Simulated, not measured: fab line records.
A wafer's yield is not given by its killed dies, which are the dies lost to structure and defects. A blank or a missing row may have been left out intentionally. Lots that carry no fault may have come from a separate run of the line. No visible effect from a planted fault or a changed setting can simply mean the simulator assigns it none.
Which tool did it?	flow nand_harc	72 wafers from 24 lots sampled at 6 of the route's 1159 steps

## WHAT THE GAUGES READ, wafer by wafer
NHARC_A_CONTACT_INSPECT_23.
lot	measured	on	raw_defect_count
L075	day 17 12:39	defect_inspect-02	259 262 349
L074	day 17 13:25	defect_inspect-01	305 464 422
L076	day 18 01:41	defect_inspect-02	574 582 623
L077	day 18 02:05	defect_inspect-01	363 351 334
L078	day 18 10:01	defect_inspect-02	385 356 409
L079	day 18 18:53	defect_inspect-01	648 310 585
L080	day 19 00:13	defect_inspect-01	524 348 359
L081	day 19 06:43	defect_inspect-01	429 611 540
L084	day 19 17:11	defect_inspect-01	389 718 498
L085	day 19 23:40	defect_inspect-01	316 349 461
L083	day 20 04:40	defect_inspect-01	311 419 458
L082	day 20 04:49	defect_inspect-01	393 382 473
L087	day 20 17:13	defect_inspect-01	263 296 462
L086	day 20 17:58	defect_inspect-01	463 400 619
L088	day 21 09:35	defect_inspect-01	417 327 566
L089	day 21 10:20	defect_inspect-01	331 351 643
L090	day 21 21:43	defect_inspect-01	550 677 728
L091	day 21 22:28	defect_inspect-02	306 357 330
L092	day 22 08:20	defect_inspect-02	470 411 536
L093	day 22 14:40	defect_inspect-01	416 400 334
L095	day 22 18:46	defect_inspect-01	327 523 394
L094	day 22 21:32	defect_inspect-01	449 345 494
L096	day 23 06:06	defect_inspect-02	337 312 379
L097	day 23 06:51	defect_inspect-01	449 469 403

NHARC_A_BLC_CD_MEAS_19.
lot	measured	on	cd_nm (nm)
L075	day 17 14:14	cd_sem-02	101.0 102.3 99.4
L074	day 17 15:20	cd_sem-02	100.4 97.1 99.1
L076	day 18 03:21	cd_sem-03	100.6 104.0 102.4
L077	day 18 03:44	cd_sem-01	98.8 100.7 100.3
L078	day 18 11:35	cd_sem-03	101.8 102.9 98.2
L079	day 18 20:33	cd_sem-01	102.7 99.9 100.8
L080	day 19 02:20	cd_sem-01	99.6 97.0 98.0
L081	day 19 08:22	cd_sem-01	101.6 101.2 101.1
L084	day 19 18:50	cd_sem-02	98.9 99.6 100.3
L085	day 20 01:22	cd_sem-03	99.7 100.7 104.5
L083	day 20 06:20	cd_sem-03	96.5 96.1 99.0
L082	day 20 06:29	cd_sem-01	104.8 101.8 102.4
L087	day 20 18:45	cd_sem-01	102.6 96.7 102.9
L086	day 20 19:38	cd_sem-03	99.5 102.9 102.5
L088	day 21 11:08	cd_sem-02	101.5 98.9 100.2
L089	day 21 12:01	cd_sem-02	101.7 102.1 100.5
L090	day 21 23:22	cd_sem-01	99.3 99.9 100.2
L091	day 22 00:19	cd_sem-03	99.4 101.4 99.8
L092	day 22 10:01	cd_sem-03	102.9 103.4 101.4
L093	day 22 16:20	cd_sem-03	98.9 98.8 97.7
L095	day 22 20:26	cd_sem-03	103.8 106.5 99.8
L094	day 22 23:13	cd_sem-01	99.6 103.1 101.9
L096	day 23 07:39	cd_sem-02	101.1 99.4 101.1
L097	day 23 08:31	cd_sem-01	102.0 100.2 94.1

## WHAT TOOL EACH LOT RAN ON (gives the tool, then ch and the chambers of the sampled wafers, and finally the start)
lot	NHARC_A_CONTACT_ETCH_75	NHARC_A_CONTACT_DEP_85	NHARC_A_CONTACT_ETCH_89	NHARC_A_CONTACT_ALD_18
L075	rie_diel-09 ch 0,2,3, day 16 17:56	pecvd-03 ch 0,2, day 17 00:58	rie_diel-03 ch 2,3, day 17 06:31 or earlier	ald_metal-02 ch 0,1, day 17 06:31
L074	rie_diel-03 ch 2,3, day 16 19:11	pecvd-03 ch 0,2, day 17 02:11	rie_diel-09 ch 0,1,3, day 17 06:35 or earlier	ald_metal-01 ch 1,3, day 17 06:35
L076	rie_diel-01 ch 1,3, day 17 09:08	pecvd-03 ch 1,2, day 17 15:34	rie_diel-01 ch 0,1, day 17 20:19 or earlier	ald_metal-01 ch 1,2,3, day 17 20:19
L077	rie_diel-01 ch 0,1,3, day 17 11:12	pecvd-02 ch 0,2, day 17 17:07	rie_diel-09 ch 0,1,3, day 17 21:19 or earlier	ald_metal-02 ch 1,3, day 17 21:19
L078	rie_diel-03 ch 1,2, day 17 21:05	pecvd-03 ch 0,2, day 18 04:13	rie_diel-01 ch 0,3, day 18 08:33 or earlier	ald_metal-04 ch 2,3, day 18 08:33
L079	rie_diel-01 ch 0,1, day 18 02:28	pecvd-03 ch 0,2, day 18 09:08	rie_diel-01 ch 1,3, day 18 13:18 or earlier	ald_metal-01 ch 2,3, day 18 13:18
L080	rie_diel-01 ch 1,3, day 18 12:36	pecvd-03 ch 0,1,2, day 18 18:07	rie_diel-09 ch 1,3, day 18 22:24 or earlier	ald_metal-02 ch 0,1,2, day 18 22:24
L081	rie_diel-09 ch 1,2, day 18 16:02	pecvd-04 ch 0,1,2, day 18 22:50	rie_diel-01 ch 2,3, day 19 03:02 or earlier	ald_metal-01 ch 2,3, day 19 03:02
L084	rie_diel-01 ch 0,2, day 19 05:49	pecvd-02 ch 0,2, day 19 11:29	rie_diel-09 ch 0,1,3, day 19 15:41 or earlier	ald_metal-04 ch 1,3, day 19 15:41
L085	rie_diel-01 ch 2,3, day 19 09:19	pecvd-02 ch 0,2, day 19 17:59	rie_diel-01 ch 0,1,2, day 19 22:09 or earlier	ald_metal-01 ch 0,1,3, day 19 22:09
L083	rie_diel-01 ch 1,2, day 19 11:24	pecvd-03 ch 0,1, day 19 18:51	rie_diel-01 ch 0,3, day 19 22:59 or earlier	ald_metal-01 ch 0,1, day 19 22:59
L082	rie_diel-03 ch 0,1,2, day 19 11:31	pecvd-03 ch 0,2, day 19 19:14	rie_diel-03 ch 0,3, day 19 23:29 or earlier	ald_metal-02 ch 0,2,3, day 19 23:29
L087	rie_diel-01 ch 0,1,3, day 20 01:19	pecvd-04 ch 0,1,2, day 20 07:11	rie_diel-03 ch 0,2,3, day 20 12:23 or earlier	ald_metal-01 ch 0,2,3, day 20 12:23
L086	rie_diel-03 ch 0,2,3, day 20 02:26	pecvd-03 ch 0,2, day 20 08:25	rie_diel-09 ch 0,1,3, day 20 13:28 or earlier	ald_metal-04 ch 0,1,2, day 20 13:28
L088	rie_diel-01 ch 0,1, day 20 15:34	pecvd-04 ch 0,1, day 20 21:18	rie_diel-01 ch 0,2, day 21 01:44 or earlier	ald_metal-04 ch 0,2, day 21 01:44
L089	rie_diel-09 ch 0,1, day 20 15:55	pecvd-02 ch 0,1,2, day 20 22:29	rie_diel-01 ch 0,1, day 21 03:00 or earlier	ald_metal-02 ch 0,1,2, day 21 03:00
L090	rie_diel-01 ch 0,1,2, day 21 05:02	pecvd-02 ch 0,1,2, day 21 11:27	rie_diel-03 ch 1,2,3, day 21 16:04 or earlier	ald_metal-02 ch 1,3, day 21 16:04
L091	rie_diel-03 ch 0,2,3, day 21 06:00	pecvd-03 ch 0,1,2, day 21 11:44	rie_diel-09 ch 1,2, day 21 16:02 or earlier	ald_metal-04 ch 0,1, day 21 16:02
L092	rie_diel-01 ch 1,2,3, day 21 11:28	pecvd-02 ch 0,1,2, day 21 17:01	rie_diel-09 ch 0,1,2, day 22 00:40 or earlier	ald_metal-04 ch 0,1,2, day 22 00:40
L093	rie_diel-01 ch 2,3, day 22 03:20	pecvd-02 ch 0,2, day 22 08:50	rie_diel-03 ch 0,1,3, day 22 13:13 or earlier	ald_metal-01 ch 0,1,2, day 22 13:13
L095	rie_diel-01 ch 0,3, day 22 04:35	pecvd-03 ch 0,1,2, day 22 12:05	rie_diel-03 ch 0,1, day 22 16:30 or earlier	ald_metal-01 ch 0,1, day 22 16:30
L094	rie_diel-09 ch 0,1,2, day 22 06:34	pecvd-03 ch 0,1, day 22 15:28	rie_diel-03 ch 1,3, day 22 20:05 or earlier	ald_metal-04 ch 0,1,2, day 22 20:05
L096	rie_diel-01 ch 0,1,2, day 22 08:20	pecvd-04 ch 0,2, day 22 19:01	rie_diel-01 ch 2,3, day 23 00:15 or earlier	ald_metal-01 ch 0,3, day 23 00:15
L097	rie_diel-01 ch 1,2,3, day 22 18:40	pecvd-03 ch 0,1, day 23 00:38	rie_diel-01 ch 0,1,2, day 23 04:49 or earlier	ald_metal-02 ch 0,2,3, day 23 04:49
- NHARC_A_CONTACT_ETCH_75: etches the open film in CF4, target depth 39 nm, time 65 s.
- NHARC_A_CONTACT_DEP_85: deposits SiON, target thk 50 nm.
- NHARC_A_CONTACT_ETCH_89: etches the open film in N2/H2, target depth 260 nm, time 475.3 s.
- NHARC_A_CONTACT_ALD_18: deposits TiN, target thk 3 nm, pulse time 1 s, ald cycles 150.

## WHAT THE TOOLS THEMSELVES READ (means of the sampled wafers that have a number; where no wafer has one, the mark that the record gives instead)
NHARC_A_CONTACT_ETCH_75.
lot	tool	bias_w (W)	cf4_flow_sccm (sccm)	drypump_motor_current_A (A)	oes_product_au (a.u.)	rf_vpp_V (V)	showerhead_plenum_p_Torr (Torr)	throttle_valve_pct (%)
L075	rie_diel-09	100.0	149.6	5.9	1.001	152.8	1.82	13.283
L074	rie_diel-03	100.0	149.7	5.2	0.996	152.5	1.80	13.284
L076	rie_diel-01	100.3	150.3	6.1	0.997	151.0	1.70	13.288
L077	rie_diel-01	100.0	150.2	6.0	1.007	151.4	1.77	13.290
L078	rie_diel-03	99.7	150.4	4.9	1.004	152.8	1.84	13.289
L079	rie_diel-01	100.3	149.8	5.9	0.992	151.1	1.75	13.288
L080	rie_diel-01	100.1	150.2	6.1	1.000	150.4	1.70	13.285
L081	rie_diel-09	100.2	149.6	5.4	1.005	150.6	1.76	13.288
L084	rie_diel-01	99.9	149.6	5.7	0.993	152.3	1.84	13.280
L085	rie_diel-01	100.0	150.0	6.0	0.996	150.8	1.74	13.284
L083	rie_diel-01	99.8	150.4	5.9	0.991	151.7	1.70	13.281
L082	rie_diel-03	100.1	149.8	5.2	0.999	152.9	1.83	13.287
L087	rie_diel-01	100.1	149.5	6.0	0.999	150.7	1.77	13.281
L086	rie_diel-03	100.1	150.3	5.4	0.994	150.7	1.77	13.280
L088	rie_diel-01	100.0	150.2	5.8	0.985	151.9	1.83	13.281
L089	rie_diel-09	100.2	150.2	5.5	1.007	151.0	1.70	13.285
L090	rie_diel-01	100.3	150.0	5.8	0.994	151.4	1.77	13.286
L091	rie_diel-03	100.3	150.0	5.4	0.987	151.2	1.77	13.283
L092	rie_diel-01	100.2	149.6	5.9	0.998	151.0	1.71	13.274
L093	rie_diel-01	100.0	149.9	5.8	0.995	151.6	1.73	13.288
L095	rie_diel-01	100.3	149.9	5.9	0.996	152.1	1.85	13.283
L094	rie_diel-09	100.1	150.3	5.7	0.998	149.8	1.74	13.283
L096	rie_diel-01	100.1	150.4	5.8	0.993	151.3	1.76	13.278
L097	rie_diel-01	100.0	149.6	6.0	0.988	150.9	1.71	13.289

NHARC_A_CONTACT_DEP_85.
lot	tool	heater_power_w (W)
L075	pecvd-03	714
L074	pecvd-03	686
L076	pecvd-03	748
L077	pecvd-02	665
L078	pecvd-03	663
L079	pecvd-03	708
L080	pecvd-03	733
L081	pecvd-04	717
L084	pecvd-02	718
L085	pecvd-02	664
L083	pecvd-03	697
L082	pecvd-03	745
L087	pecvd-04	722
L086	pecvd-03	684
L088	pecvd-04	788
L089	pecvd-02	757
L090	pecvd-02	738
L091	pecvd-03	677
L092	pecvd-02	732
L093	pecvd-02	775
L095	pecvd-03	745
L094	pecvd-03	625
L096	pecvd-04	635
L097	pecvd-03	702

NHARC_A_CONTACT_ETCH_89.
lot	tool	bias_w (W)	drypump_motor_current_A (A)	oes_product_au (a.u.)	rf_vpp_V (V)	showerhead_plenum_p_Torr (Torr)	throttle_valve_pct (%)
L075	rie_diel-03	149.8	5.3	1.008	430	1.98	14.168
L074	rie_diel-09	150.1	5.7	1.003	430	2.04	14.172
L076	rie_diel-01	150.0	5.8	1.003	432	2.12	14.169
L077	rie_diel-09	150.5	5.7	1.001	430	2.03	14.162
L078	rie_diel-01	149.4	5.9	1.002	434	2.14	14.172
L079	rie_diel-01	149.4	6.1	0.997	428	1.96	14.176
L080	rie_diel-09	150.4	5.4	1.011	431	2.05	14.173
L081	rie_diel-01	150.1	5.8	1.000	430	1.99	14.169
L084	rie_diel-09	149.9	5.7	1.012	429	2.03	14.181
L085	rie_diel-01	150.1	5.8	0.999	430	2.04	14.170
L083	rie_diel-01	150.3	5.9	0.996	433	2.14	14.175
L082	rie_diel-03	150.2	5.5	0.988	427	1.95	14.172
L087	rie_diel-03	150.2	5.4	0.996	431	2.04	14.179
L086	rie_diel-09	150.0	5.7	1.006	430	2.03	14.172
L088	rie_diel-01	150.2	5.7	0.999	433	2.13	14.179
L089	rie_diel-01	149.7	5.8	0.988	433	2.11	14.164
L090	rie_diel-03	150.5	5.1	1.012	430	2.05	14.173
L091	rie_diel-09	150.6	5.2	1.002	428	1.95	14.168
L092	rie_diel-09	149.9	5.7	0.995	430	2.01	14.166
L093	rie_diel-03	150.4	5.2	1.002	430	2.02	14.162
L095	rie_diel-03	150.2	5.1	1.003	430	2.09	14.168
L094	rie_diel-03	150.3	4.9	1.004	430	2.03	14.169
L096	rie_diel-01	150.1	6.0	0.986	430	1.99	14.167
L097	rie_diel-01	149.7	5.8	0.989	430	2.03	14.175

NHARC_A_CONTACT_ALD_18.
lot	tool	heater_power_w (W)	precursor_pulse_height_rel
L075	ald_metal-02	1019	0.986
L074	ald_metal-01	1041	1.004
L076	ald_metal-01	1089	0.979
L077	ald_metal-02	1127	1.006
L078	ald_metal-04	1060	0.981
L079	ald_metal-01	1108	0.994
L080	ald_metal-02	1000	1.005
L081	ald_metal-01	1095	0.990
L084	ald_metal-04	1003	0.992
L085	ald_metal-01	1098	0.977
L083	ald_metal-01	1098	0.993
L082	ald_metal-02	1005	1.008
L087	ald_metal-01	1089	0.997
L086	ald_metal-04	1049	1.019
L088	ald_metal-04	1101	1.005
L089	ald_metal-02	990	0.988
L090	ald_metal-02	1151	1.008
L091	ald_metal-04	1065	1.012
L092	ald_metal-04	1045	1.002
L093	ald_metal-01	1137	0.989
L095	ald_metal-01	1113	0.985
L094	ald_metal-04	1048	0.998
L096	ald_metal-01	1133	0.993
L097	ald_metal-02	990	1.015

## THE ANSWER, worked out from the rows above alone
Rule: the lots themselves supply what counts as usual. Put in order of their means at a reading, lots are off if they are a third of the lots or fewer, leave a main group of 4 or more, and stand apart from it by a gap of 3 or more times the standard deviation of the main group's means; of several such gaps the widest counts. A main group whose means are all the same, to the digits that the tables above print for the reading, isn't used. A lot without any number at a reading at which 4 lots or more have one is off too. Any other lot the step has rows for is counted as sound. After the gauges, taken in route order, come the tools' own readings; for these a lot's mean is taken, as printed above. At the first step where some lot is off, the reading lying furthest off is the one used; lots without a number count as furthest.
No lot is off on any of the readings shown, so nothing can be concluded from this.

## WHAT THE SIMULATOR HAD INSERTED
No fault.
